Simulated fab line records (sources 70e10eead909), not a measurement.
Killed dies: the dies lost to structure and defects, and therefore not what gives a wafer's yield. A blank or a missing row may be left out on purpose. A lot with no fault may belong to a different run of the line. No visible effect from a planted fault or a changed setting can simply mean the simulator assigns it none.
A single fault, viewed from 2 desks	flow nand_harc	each desk has only its own numbers; what lay behind them comes last

## THE TOOL OWNER'S DESK: cmp-04
The tool's own readings at NHARC_A_BONDPAD_CMP_29 (polishes SiCN, target thk 200 nm): means of the sampled wafers that have a number, for each lot that ran on this tool. A lot is out of limits, marked OUT, if its mean lies more than 4 standard deviations from the usual mean; the brackets give that distance.
Columns: A = motor_current_A at NHARC_A_BONDPAD_CMP_29, usual 11.9 A; B = slurry_filter_dp_kPa at NHARC_A_BONDPAD_CMP_29, usual 13.49 kPa
lot	first seen here	A	B
L932	day 18 05:53	12.5	13.53
L935	day 18 13:20	12.6	13.53
L934	day 18 18:11	11.7	13.45
L941	day 20 06:22	11.9	13.35
L938	day 20 06:50	12.5	13.52
L942	day 20 21:59	12.4	13.53
L954	day 24 02:50	12.4	13.59
This desk's finding: nothing out of limits on any of the 7 lots.

## AT THE METROLOGY DESK
Means of the sampled wafers that have a number, per lot and without regard to the tool the lot ran on: this is what the gauges read. A lot is out of limits, marked OUT, if its mean lies more than 4 standard deviations from the usual mean; the brackets give that distance.
Columns: A = cd_nm at NHARC_A_BONDPAD_CD_MEAS_09, usual 499.8 nm
lot	first seen here	A
L933	day 18 03:32	499.1
L932	day 18 06:41	500.7
L935	day 18 14:09	498.8
L934	day 18 18:58	499.8
L936	day 18 19:12	500.2
L941	day 20 07:08	497.7
L938	day 20 07:39	499.0
L942	day 20 22:41	501.2
L952	day 23 15:15	500.4
L950	day 23 23:29	500.1
L954	day 24 03:29	499.8
This desk's finding: nothing out of limits on any of the 11 lots.

## PUT TOGETHER
The tool owner's desk saw nothing out of limits.
From the metrology desk's view, nothing was out of limits.

## WHAT WAS PUT IN BY THE SIMULATOR
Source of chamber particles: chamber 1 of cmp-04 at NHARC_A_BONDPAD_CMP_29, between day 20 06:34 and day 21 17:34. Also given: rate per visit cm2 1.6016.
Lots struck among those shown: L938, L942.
